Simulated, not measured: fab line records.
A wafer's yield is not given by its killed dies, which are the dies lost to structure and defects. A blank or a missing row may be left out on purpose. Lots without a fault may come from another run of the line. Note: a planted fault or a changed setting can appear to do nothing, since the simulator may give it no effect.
Problem report, 8D (eight disciplines) form, completed by code :: flow n5-finfet :: the parts of the form that need people (team, actions taken, sign-off) are left out

== 1. THE PROBLEM ==
At N5_PASSIVATION_PROBE_49, killed-at-contacts averages 816 over 3 wafers from 3 lots, while fault-free wafers read 13, standard deviation 6.7. That is +99 or more standard deviations from the usual mean.
Earliest sighting: wafer L431.6 on prober-02 at day 15 03:32. At this step, 17 wafers from 6 lots have a number in the record. Rule for "out" (also "out of limits"): further than 4 standard deviations from the usual mean. The other wafers with a number count as sound.

== 2. WHAT IT IS AND WHAT IT IS NOT ==
question: which readings at this step
is: killed-at-contacts, defect-limited-yield, killed-dies, killed-on-rim, sort-n-pass, sort-yield-pct
is not: killed_at_M4_up, killed-at-front-end, killed-at-other, killed-open, killed-short, sort_bin_5_function, sort_bin_6_memory, sort_bin_8_speed

question: which lots
is: L431, L432, L434
is not: L442, L443, L444

question: which wafers of those lots
is: L431.6, L432.6, L434.3
is not: L431.1, L431.4, L432.1, L434.2, L434.4

question: read on which tools
is: prober-01, prober-02
is not: -

question: when
is: from day 15 03:32
is not: up to then (2 sound wafers); but 12 sound wafers of L432, L434, L442, L443, L444 came after

== 3. WHAT RULES OUT EACH SUSPECT ==
Counting: if a tool at a process step up to the reading ran every lot that is out, it stays a suspect. Sound lots after the first of them don't rule it out here, since some wafers of a struck lot are sound.
- ald-sin-03 at N5_MOL_CONTACT_COAG_ALD_131 (deposits SiO2, target thk 5 nm, pulse time 1 s, co reactant pulse time 1 s): kept. It ran every lot that is out, first L431 (day 7 13:58).
- rie-diel-02 at N5_MOL_CONTACT_COAG_ETCHBACK_132 (etches SiO2 in CHF3, target depth 10 nm, time 6.7 s): kept. It ran every lot that is out, first L431 (day 7 14:09).
- rie-diel-02 at N5_MOL_CONTACT_COAG_ETCHBACK_135 (etches SiO2 in CHF3, target depth 25 nm, time 16.7 s): kept. It ran every lot that is out, first L431 (day 7 14:17).
ald-sin-03 at N5_MOL_CONTACT_COAG_ALD_131, rie-diel-02 at N5_MOL_CONTACT_COAG_ETCHBACK_132 and rie-diel-02 at N5_MOL_CONTACT_COAG_ETCHBACK_135 are what is left after counting.

== 4. THE CAUSE (what the simulator had put in) ==
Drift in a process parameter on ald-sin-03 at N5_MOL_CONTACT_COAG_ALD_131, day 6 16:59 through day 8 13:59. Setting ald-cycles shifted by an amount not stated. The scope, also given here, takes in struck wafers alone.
Counting left 3 suspects, and this tool is among them.

== 5. THE EFFECT CHAIN, in route order ==
Rows list readings where the struck wafers' mean (over those with a number) sits beyond 3 standard deviations from the usual. Only readings whose record carries a usual standard deviation are examined. hours: median over the lots of the time between each lot's start at the first step of this table that gives one and its start at this step. sigmas: the change, counted in usual standard deviations.
hours: 0
step: N5_PASSIVATION_PROBE_49
reading: defect-limited-yield
usual: 91.7 %
on struck wafers: 24.0
change: -67.7
sigmas: -48

hours: 0
step: N5_PASSIVATION_PROBE_49
reading: killed-at-contacts
usual: 13
on struck wafers: 816
change: +803
sigmas: +99 or more

hours: 0
step: N5_PASSIVATION_PROBE_49
reading: killed-dies
usual: 98
on struck wafers: 897
change: +799
sigmas: +50

hours: 0
step: N5_PASSIVATION_PROBE_49
reading: killed-on-rim
usual: 13
on struck wafers: 113
change: +100
sigmas: +24

hours: 0
step: N5_PASSIVATION_PROBE_49
reading: sort-n-pass
usual: 1080
on struck wafers: 283
change: -797
sigmas: -35

hours: 0
step: N5_PASSIVATION_PROBE_49
reading: sort-yield-pct
usual: 91.5 %
on struck wafers: 24.0
change: -67.5
sigmas: -36
It contains these process steps:
- N5_PASSIVATION_PROBE_49

== 6. WHAT WOULD HAVE CAUGHT IT SOONER ==
The fault began at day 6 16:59; the first out-of-limits reading in this record came at day 15 03:32, 203 hours later.
No tool reading at N5_MOL_CONTACT_COAG_ALD_131 that has a usual standard deviation in the record was out on any struck wafer, so an alarm limit of 4 standard deviations on those readings would not have fired.
Lots out: 3; all had begun N5_MOL_CONTACT_COAG_ALD_131 on ald-sin-03 by day 15 03:32. Tool hold at that time: it would have spared none of them.
